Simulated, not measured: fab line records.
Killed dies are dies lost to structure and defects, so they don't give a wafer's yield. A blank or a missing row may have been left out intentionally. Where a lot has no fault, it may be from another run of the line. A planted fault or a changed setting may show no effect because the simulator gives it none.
Split-lot experiment || flow n5_finfet || 39 wafers read from 7 lots, route of 1938 steps

SPLIT DETAILS
At N5_MOL_CONTACT_COAG_ETCH_110 (etches Si in CF4/O2, target depth 2.5 nm, time 8 s), the setting bias_w was moved away from the recipe's 12 W on 12 of the 39 wafers read, by -16.2% to +18.5%. This setting was run at the recipe's value on the other wafers.

The reading is taken at the split's own step.

THE READING
rf_vpp_V, in V, at N5_MOL_CONTACT_COAG_ETCH_110 (etches Si in CF4/O2, target depth 2.5 nm, time 8 s). Typical for fault-free wafers on this fab line: 126.3 V, with standard deviation 2.8 V.

{"wafer": "L076.1", "tool, chamber at the split": "rie_diel-02, 3", "bias_w as run, W": 10.05, "against the recipe": "-16.2%", "rf_vpp_V, V": 109.2, "against lot-mates on the recipe": -14.9}
{"wafer": "L076.2", "tool, chamber at the split": "rie_diel-02, 1", "bias_w as run, W": 12, "against the recipe": "recipe", "rf_vpp_V, V": 122.7, "against lot-mates on the recipe": "-"}
{"wafer": "L076.3", "tool, chamber at the split": "rie_diel-02, 0", "bias_w as run, W": 10.05, "against the recipe": "-16.2%", "rf_vpp_V, V": 107.0, "against lot-mates on the recipe": -17.1}
{"wafer": "L076.4", "tool, chamber at the split": "rie_diel-02, 0", "bias_w as run, W": 10.05, "against the recipe": "-16.2%", "rf_vpp_V, V": 107.0, "against lot-mates on the recipe": -17.1}
{"wafer": "L076.5", "tool, chamber at the split": "rie_diel-02, 1", "bias_w as run, W": 12, "against the recipe": "recipe", "rf_vpp_V, V": 124.5, "against lot-mates on the recipe": "-"}
{"wafer": "L076.6", "tool, chamber at the split": "rie_diel-02, 3", "bias_w as run, W": 12, "against the recipe": "recipe", "rf_vpp_V, V": 125.1, "against lot-mates on the recipe": "-"}
{"wafer": "L079.1", "tool, chamber at the split": "rie_diel-02, 0", "bias_w as run, W": 12, "against the recipe": "recipe", "rf_vpp_V, V": 123.8, "against lot-mates on the recipe": "-"}
{"wafer": "L079.2", "tool, chamber at the split": "rie_diel-02, 3", "bias_w as run, W": 13.19, "against the recipe": "+9.9%", "rf_vpp_V, V": 135.0, "against lot-mates on the recipe": "+11.0"}
{"wafer": "L079.3", "tool, chamber at the split": "rie_diel-02, 1", "bias_w as run, W": 12, "against the recipe": "recipe", "rf_vpp_V, V": 123.9, "against lot-mates on the recipe": "-"}
{"wafer": "L079.4", "tool, chamber at the split": "rie_diel-02, 3", "bias_w as run, W": 13.19, "against the recipe": "+9.9%", "rf_vpp_V, V": 135.3, "against lot-mates on the recipe": "+11.3"}
{"wafer": "L079.5", "tool, chamber at the split": "rie_diel-02, 0", "bias_w as run, W": 12, "against the recipe": "recipe", "rf_vpp_V, V": 124.2, "against lot-mates on the recipe": "-"}
{"wafer": "L079.6", "tool, chamber at the split": "rie_diel-02, 1", "bias_w as run, W": 13.19, "against the recipe": "+9.9%", "rf_vpp_V, V": 133.7, "against lot-mates on the recipe": "+9.7"}
{"wafer": "L085.1", "tool, chamber at the split": "rie_diel-01, 0", "bias_w as run, W": 12, "against the recipe": "recipe", "rf_vpp_V, V": 124.4, "against lot-mates on the recipe": "-"}
{"wafer": "L085.2", "tool, chamber at the split": "rie_diel-01, 3", "bias_w as run, W": 12, "against the recipe": "recipe", "rf_vpp_V, V": 132.8, "against lot-mates on the recipe": "-"}
{"wafer": "L085.3", "tool, chamber at the split": "rie_diel-01, 1", "bias_w as run, W": 12.83, "against the recipe": "+6.9%", "rf_vpp_V, V": 134.0, "against lot-mates on the recipe": "+4.4"}
{"wafer": "L085.4", "tool, chamber at the split": "rie_diel-01, 1", "bias_w as run, W": 12.83, "against the recipe": "+6.9%", "rf_vpp_V, V": 135.6, "against lot-mates on the recipe": "+6.0"}
{"wafer": "L085.5", "tool, chamber at the split": "rie_diel-01, 0", "bias_w as run, W": 12.83, "against the recipe": "+6.9%", "rf_vpp_V, V": 133.2, "against lot-mates on the recipe": "+3.6"}
{"wafer": "L085.6", "tool, chamber at the split": "rie_diel-01, 3", "bias_w as run, W": 12, "against the recipe": "recipe", "rf_vpp_V, V": 131.6, "against lot-mates on the recipe": "-"}
{"wafer": "L086.1", "tool, chamber at the split": "rie_diel-01, 0", "bias_w as run, W": 12, "against the recipe": "recipe", "rf_vpp_V, V": 126.7, "against lot-mates on the recipe": "-"}
{"wafer": "L086.2", "tool, chamber at the split": "rie_diel-01, 1", "bias_w as run, W": 12, "against the recipe": "recipe", "rf_vpp_V, V": 127.5, "against lot-mates on the recipe": "-"}
{"wafer": "L086.3", "tool, chamber at the split": "rie_diel-01, 1", "bias_w as run, W": 12, "against the recipe": "recipe", "rf_vpp_V, V": 129.3, "against lot-mates on the recipe": "-"}
{"wafer": "L086.4", "tool, chamber at the split": "rie_diel-01, 0", "bias_w as run, W": 12, "against the recipe": "recipe", "rf_vpp_V, V": 126.5, "against lot-mates on the recipe": "-"}
{"wafer": "L086.5", "tool, chamber at the split": "rie_diel-01, 1", "bias_w as run, W": 12, "against the recipe": "recipe", "rf_vpp_V, V": 126.6, "against lot-mates on the recipe": "-"}
{"wafer": "L086.6", "tool, chamber at the split": "rie_diel-01, 0", "bias_w as run, W": 12, "against the recipe": "recipe", "rf_vpp_V, V": 125.5, "against lot-mates on the recipe": "-"}
{"wafer": "L088.1", "tool, chamber at the split": "rie_diel-01, 0", "bias_w as run, W": 12, "against the recipe": "recipe", "rf_vpp_V, V": 124.6, "against lot-mates on the recipe": "-"}
{"wafer": "L088.2", "tool, chamber at the split": "rie_diel-01, 1", "bias_w as run, W": 14.22, "against the recipe": "+18.5%", "rf_vpp_V, V": 147.2, "against lot-mates on the recipe": "+20.7"}
{"wafer": "L088.3", "tool, chamber at the split": "rie_diel-01, 2", "bias_w as run, W": 14.22, "against the recipe": "+18.5%", "rf_vpp_V, V": 145.5, "against lot-mates on the recipe": "+19.0"}
{"wafer": "L088.4", "tool, chamber at the split": "rie_diel-01, 2", "bias_w as run, W": 12, "against the recipe": "recipe", "rf_vpp_V, V": 127.7, "against lot-mates on the recipe": "-"}
{"wafer": "L088.5", "tool, chamber at the split": "rie_diel-01, 1", "bias_w as run, W": 12, "against the recipe": "recipe", "rf_vpp_V, V": 127.1, "against lot-mates on the recipe": "-"}
{"wafer": "L088.6", "tool, chamber at the split": "rie_diel-01, 0", "bias_w as run, W": 14.22, "against the recipe": "+18.5%", "rf_vpp_V, V": 144.9, "against lot-mates on the recipe": "+18.4"}
{"wafer": "L092.2", "tool, chamber at the split": "rie_diel-01, 1", "bias_w as run, W": 12, "against the recipe": "recipe", "rf_vpp_V, V": 127.9, "against lot-mates on the recipe": "-"}
{"wafer": "L092.3", "tool, chamber at the split": "rie_diel-01, 3", "bias_w as run, W": 12, "against the recipe": "recipe", "rf_vpp_V, V": 131.1, "against lot-mates on the recipe": "-"}
{"wafer": "L092.6", "tool, chamber at the split": "rie_diel-01, 3", "bias_w as run, W": 12, "against the recipe": "recipe", "rf_vpp_V, V": 133.1, "against lot-mates on the recipe": "-"}
{"wafer": "L096.1", "tool, chamber at the split": "rie_diel-01, 3", "bias_w as run, W": 12, "against the recipe": "recipe", "rf_vpp_V, V": 131.1, "against lot-mates on the recipe": "-"}
{"wafer": "L096.2", "tool, chamber at the split": "rie_diel-01, 2", "bias_w as run, W": 12, "against the recipe": "recipe", "rf_vpp_V, V": 127.6, "against lot-mates on the recipe": "-"}
{"wafer": "L096.3", "tool, chamber at the split": "rie_diel-01, 1", "bias_w as run, W": 12, "against the recipe": "recipe", "rf_vpp_V, V": 127.2, "against lot-mates on the recipe": "-"}
{"wafer": "L096.4", "tool, chamber at the split": "rie_diel-01, 0", "bias_w as run, W": 12, "against the recipe": "recipe", "rf_vpp_V, V": 126.0, "against lot-mates on the recipe": "-"}
{"wafer": "L096.5", "tool, chamber at the split": "rie_diel-01, 3", "bias_w as run, W": 12, "against the recipe": "recipe", "rf_vpp_V, V": 130.6, "against lot-mates on the recipe": "-"}
{"wafer": "L096.6", "tool, chamber at the split": "rie_diel-01, 2", "bias_w as run, W": 12, "against the recipe": "recipe", "rf_vpp_V, V": 126.4, "against lot-mates on the recipe": "-"}

THE FIT
A straight line over all 39 wafers: rf_vpp_V changes by +1.05 V for each +1% of bias_w; r = +0.95; the points scatter about the line by 2.7 V.
The same after taking each lot's own level away (the mean of its wafers on the recipe; 39 wafers): +1.02 V for each +1%; r = +0.97; scatter 1.8 V.
The reading moves by 19 V for the largest change in bias_w, on that fit.
From 123.97 to 130.70 V: that is the span of the lots' own levels, equal to 2.4 times the standard deviation above.
Consequently the slope shifts little with the lot-to-lot level, the two slopes agreeing.
Check: with one of the wafers moved furthest among these (+18.5%) left out of the fit, the line predicts +18.3 V for it against its lot-mates. It came out at +20.7 V against them.
Tool readings at the split's step, against how far the setting was moved: rf_vpp_V r = +0.95.

FURTHER SPLITS ON THESE WAFERS
Before the reading, these wafers also passed through other splits. Each is held against what the fit with the lots' levels taken away leaves over:
{"other split on the same wafers": "N5_WELL_APT_IMPLANT_15 energy_kev", "wafers away from the commonest value": 9, "r with rf_vpp_V (lot level and that fit taken away)": "+0.13"}
{"other split on the same wafers": "N5_WELL_APT_IMPLANT_32 energy_kev", "wafers away from the commonest value": 15, "r with rf_vpp_V (lot level and that fit taken away)": "+0.14"}
{"other split on the same wafers": "N5_FIN_SAQP_SPACER2_ALD_28 target_thk_a", "wafers away from the commonest value": 15, "r with rf_vpp_V (lot level and that fit taken away)": "+0.01"}
{"other split on the same wafers": "N5_DUMMY_GATE_ETCH_31 target_depth_a", "wafers away from the commonest value": 15, "r with rf_vpp_V (lot level and that fit taken away)": -0.09}

THE WHOLE CHAIN: every reading that the file lists as answering this split, in the file's order
{"step": "N5_MOL_CONTACT_COAG_ETCH_110", "what it does": "etches Si in CF4/O2, target depth 2.5 nm, time 8 s", "reading": "rf_vpp_V", "change (the file's fit)": "+1.01 V for each +1% of the setting", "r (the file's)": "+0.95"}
{"step": "N5_MOL_CONTACT_COAG_ETCH_110", "what it does": "etches Si in CF4/O2, target depth 2.5 nm, time 8 s", "reading": "etch.depth_nm (the simulator's own value, which no gauge read)", "change (the file's fit)": "+0.00868 nm for each +1% of the setting", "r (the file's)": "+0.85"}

THE FILE'S OWN FIT
rf_vpp_V changes by +1.01 V for each +1% of bias_w, r = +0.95.
